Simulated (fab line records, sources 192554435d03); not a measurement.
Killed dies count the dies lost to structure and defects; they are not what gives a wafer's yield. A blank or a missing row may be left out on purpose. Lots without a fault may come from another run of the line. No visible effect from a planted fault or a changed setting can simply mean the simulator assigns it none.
Chamber matching    flow n5Finfet    N5_BEOL_M4_ILD_DEP_00 on pecvd-03 has 3 sister chambers
The step deposits SiOC from DEMS/O2, target thk 79 nm, time 15.3 s. 6 wafers are shown with their chamber, then 10 later ones without.

WAFERS PAIRED WITH THEIR CHAMBERS
wafer   chamber  throttleValvePct (%)  heaterPowerW (W)
L081.4  2        11.4                  442
L084.5  2        11.5                  379
L082.3  1        12.6                  602
L082.4  0        12.9                  610
L085.2  0        12.9                  603
L085.3  1        12.6                  528

WAFERS MISSING THEIR CHAMBER
wafer   throttleValvePct (%)  heaterPowerW (W)
L085.4  12.5                  527
L088.1  11.5                  396
L088.5  11.3                  413
L088.6  12.9                  583
L086.1  12.3                  611
L086.5  12.7                  618
L086.6  12.9                  568
L097.2  12.2                  641
L097.3  12.7                  600
L097.5  11.6                  437

WHICH CHAMBER EACH ONE RAN IN
wafer    from the rows above   in truth
L085.4   1                     1
L088.1   2                     2
L088.5   2                     2
L088.6   0                     0
L086.1   1                     1
L086.5   1                     1
L086.6   0                     0
L097.2   1                     1
L097.3   1                     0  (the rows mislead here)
L097.5   2                     2
Placed correctly: 9 of 10. Number that these rows cannot place: 0. Wrongly placed: 1.
How it was worked out, from the rows above alone: a wafer's distance from a chamber is the root of the sum, over the readings, of the square of ((its reading less the chamber's mean) divided by the reading's scatter). The wafer belongs to the nearest chamber; if the next one is less than 2 further off, it can't be placed. The mean given for a chamber averages the wafers shown for that chamber. The scatter: the root of (the sum of the squares of (reading less its chamber's mean) over the shown wafers, divided by (wafers less chambers)).
